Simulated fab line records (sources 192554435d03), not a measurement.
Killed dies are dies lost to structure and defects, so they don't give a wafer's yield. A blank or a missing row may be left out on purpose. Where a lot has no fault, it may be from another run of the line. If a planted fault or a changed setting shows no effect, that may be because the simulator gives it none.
A lot that was struck, set against a sound lot | flow n5-finfet | 13 steps out of a route of 1938
Sound: wafers L279.1, L279.5, L279.6. Struck: wafer L271.2 (L271.1, L271.3, from the same lot, were not struck and are left out); the cause is given at the end.
For every step that has rows: the tool of each side, followed by ch and its chambers, followed by its first start. Under that, the readings that differ: sound wafers | struck wafers | difference of the means | sigmas: that difference in standard deviations of wafers without a fault.
alike: a reading whose means differ by less than 2 such deviations, as well as words and numbers matching on both sides. not compared: withheld readings; readings where some wafer has no value; bounds like >300 that might hide an equal value; numbers whose values overlap and for which the record gives no deviation.
Wherever a step has rows on one side only, a row that says differs or no value, or a row with sigmas, the two part there. Non-overlapping numbers with no deviation appear without sigmas and do not part them. A reading missing from all wafers of one side parts the sides only when that side holds two or more wafers.

first, 9 steps without rows for these wafers: N5_BEOL_M3_PEB_09 (peb time 60 s); N5_BEOL_M3_DEVELOP_10 (develop time 30 s); N5_BEOL_M3_DESCUM_16 (chemistry O2, time 7 s); N5_BEOL_M3_ETCH_74 (etches underlayer in N2/H2, target depth 6.5 nm, time 5.2 s); N5_BEOL_M3_ETCH_63 (etches SiARC in CF4, target depth 15.6 nm, time 26 s); N5_BEOL_M3_ETCH_64 (etches SOC in N2/H2, target depth 75 nm, overetch 15 nm, time 112.5 s); N5_BEOL_M3_STRIP_65 (strips in N2/H2); N5_BEOL_M3_STRIP_75 (strips in N2/H2); N5_BEOL_M3_STRIP_66 (strips in CF4).
N5_BEOL_M3_HM_OPEN_17: chemistry Cl2/BCl3, target TiN, target depth 20 nm, overetch 6 nm.
  sound on rie-metal-03 ch 0,1, day 11 16:49; struck on rie-metal-01 ch 1, day 9 05:00
  reading                                  | sound          | struck | difference | sigmas
  drypump-motor-current-A (A)              | 6.4 5.5 6.4    | 4.9    | -1.2       | -2
  model.SOC_of_BEOL_M3_COAT_61.thk-nm (nm) | 52.4 52.2 52.4 | 54.2   | +1.9       |
  alike: oes-product-au, rf-fwd-power-W, throttle-valve-pct
  not compared: rf-hours-counter-h
then, 1 step without rows for these wafers: N5_BEOL_M3_STRIP_19 (strips in O2).
N5_BEOL_M4_RC_MEAS_101:
  sound on prober-02 ch 0, day 13 23:23; struck on prober-01 ch 0, day 10 14:16
  reading       | sound          | struck | difference | sigmas
  SS_N (mV/dec) | 70.3 70.5 70.5 | 71.8   | +1.4       | +2
  alike: DIBL_N, DIBL_P, IOFF_N, IOFF_P, ION_N, ION_P, SS_P, VT_N, VT_P
-- here the record skips 4 days between the struck wafers' starts before and after, leaving off in module BEOL_M4 and picking up in module PASSIVATION (first step shown: number 1936 of the route) --
N5_PASSIVATION_PROBE_49:
  sound: prober-01 at day 18 03:59; struck: prober-02 at day 15 02:14
  reading                  | sound          | struck | difference | sigmas
  defect-limited-yield (%) | 92.9 94.1 93.7 | 90.7   | -2.9       | -2
  killed_at_M0_to_M3       | 30 15 33       | 52     | +26        | +2
  killed_at_M4_up          | 9 14 7         | 22     | +12        | +2
  killed-dies              | 84 70 74       | 110    | +34        | +2
  killed-open              | 56 46 44       | 73     | +24        | +2
  sort-n-pass              | 1096 1110 1106 | 1070   | -34        | -2
  sort-yield-pct (%)       | 92.9 94.1 93.7 | 90.7   | -2.9       | -2
  alike: killed-at-contacts, killed-at-front-end, killed-at-other, killed-short, sort_bin_5_function, sort_bin_6_memory

WHERE THEY PART
At N5_BEOL_M3_HM_OPEN_17 first; at N5_PASSIVATION_PROBE_49 last (within this record only).

WHY: the cause the simulator had injected
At N5_BEOL_M3_HM_OPEN_17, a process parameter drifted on rie-metal-01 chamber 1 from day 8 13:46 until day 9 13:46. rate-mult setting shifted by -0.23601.
